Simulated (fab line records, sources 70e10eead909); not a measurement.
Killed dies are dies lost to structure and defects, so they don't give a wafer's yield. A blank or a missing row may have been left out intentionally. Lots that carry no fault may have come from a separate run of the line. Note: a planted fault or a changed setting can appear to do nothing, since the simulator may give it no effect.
A lot that was struck, set against a sound lot ; flow nandHarc ; 15 steps out of a route of 1159
Sound: the wafers L669.1, L669.2, L669.5. Wafers struck: L676.1, L676.2, L676.4. At the end, the cause is stated.
Each step with rows lists, per side, the tool, then ch with its chambers, then its first start. Under that, the readings that differ: sound wafers ; struck wafers ; difference of the means ; sigmas: that difference in standard deviations of wafers without a fault.
alike: words and numbers the same on both sides, and readings whose means are apart by under 2 such deviations; not compared: readings that were withheld, readings missing a value for some wafer, numbers with overlapping values and no deviation given by the record, and bounds like >300 which may hide the same value.
A row with sigmas, a row that says differs or no value, or rows on one side alone: a step with any of these is where the two part. Numbers that don't overlap but have no deviation are shown without sigmas and don't part them. Lack of a reading on every wafer of one side parts them only where that side has two or more wafers.

first, 4 steps without rows for these wafers: NHARC_A_M0_EBR_05; NHARC_A_M0_EXPOSE_06 (exposes mask A M0, target cd 80 nm); NHARC_A_M0_PEB_07 (peb time 65 s); NHARC_A_M0_DEVELOP_08 (develop time 35 s).
NHARC_A_M0_CD_MEAS_09: target cd 80 nm.
  sound on cdSem-02 ch 0, day 17 20:19; struck on cdSem-01 ch 0, day 20 20:13
  alike: cdNm
NHARC_A_M0_OVL_MEAS_10: pitch 160 nm.
  sound on overlay-01, day 17 20:25; struck on overlay-01, day 20 20:17
  alike: overlayXNm, overlayYNm
NHARC_A_M0_INSPECT_11:
  sound on defectInspect-01, day 17 20:27; struck on defectInspect-01, day 20 20:20
  alike: rawDefectCount
NHARC_A_M0_DESCUM_14: chemistry O2, time 3 s.
  sound on rieDiel-01 ch 1,2, day 17 20:31; struck on rieDiel-06 ch 1,2,3, day 20 20:23
  alike: drypumpMotorCurrentA, oesProductAu, rfVppV, showerheadPlenumPTorr, throttleValvePct
  not compared: rfHoursCounterH
NHARC_A_M0_ETCH_34: etches the open film in N2/H2, target depth 40 nm, overetch 12 nm, time 43.94 s.
  sound on rieDiel-01 ch 1,3, day 17 20:37; struck on rieDiel-06 ch 0,1,2, day 20 20:29
  alike: drypumpMotorCurrentA, oesProductAu, rfVppV, showerheadPlenumPTorr, throttleValvePct
  not compared: rfHoursCounterH
NHARC_A_M0_ETCH_15: etches the open film in C4F8/Ar, target depth 150 nm, overetch 15 nm, time 82.5 s.
  sound on rieDiel-01 ch 2,3; struck on rieDiel-06 ch 0,1,3
  alike: oesProductAu, rfVppV
  not compared: rfHoursCounterH
NHARC_A_M0_CD_MEAS_16:
  sound on cdSem-03, day 17 20:52; struck on cdSem-01, day 20 20:42
  alike: cdNm
NHARC_A_M0_STRIP_18: strips in N2/H2.
  sound on rieDiel-01 ch 1,2, day 17 20:56; struck on rieDiel-13 ch 0,1,3, day 20 20:47
  alike: chamberPressureMTorr, drypumpMotorCurrentA, oesProductAu, rfVppV, showerheadPlenumPTorr, throttleValvePct
  not compared: rfHoursCounterH
NHARC_A_M0_STRIP_19: strips in post etch residue remover, time 600 s.
  sound on wetBench-01 ch 0,4,7, day 17 21:16; struck on wetBench-02 ch 0,1,7, day 20 21:04
  no value came back on the struck wafers for bathHeatDutyPct (%), runLengthS (s); on the sound wafers bathHeatDutyPct (%) reads 11.8 15.6 12.4
NHARC_A_M0_DEGAS_28: time 60 s.
  sound on pvdSputter-02, day 17 21:32; struck on pvdSputter-03, day 20 21:20
  alike: heaterPowerW
NHARC_END_SORT_01:
  at this point the record logs the struck wafers (prober-02 ch 0, day 22 11:33) and has no rows for the sound ones

WHERE THEY PART
Earliest at NHARC_A_M0_STRIP_19; latest, in this record, at NHARC_END_SORT_01.

WHY: what had been put in by the simulator
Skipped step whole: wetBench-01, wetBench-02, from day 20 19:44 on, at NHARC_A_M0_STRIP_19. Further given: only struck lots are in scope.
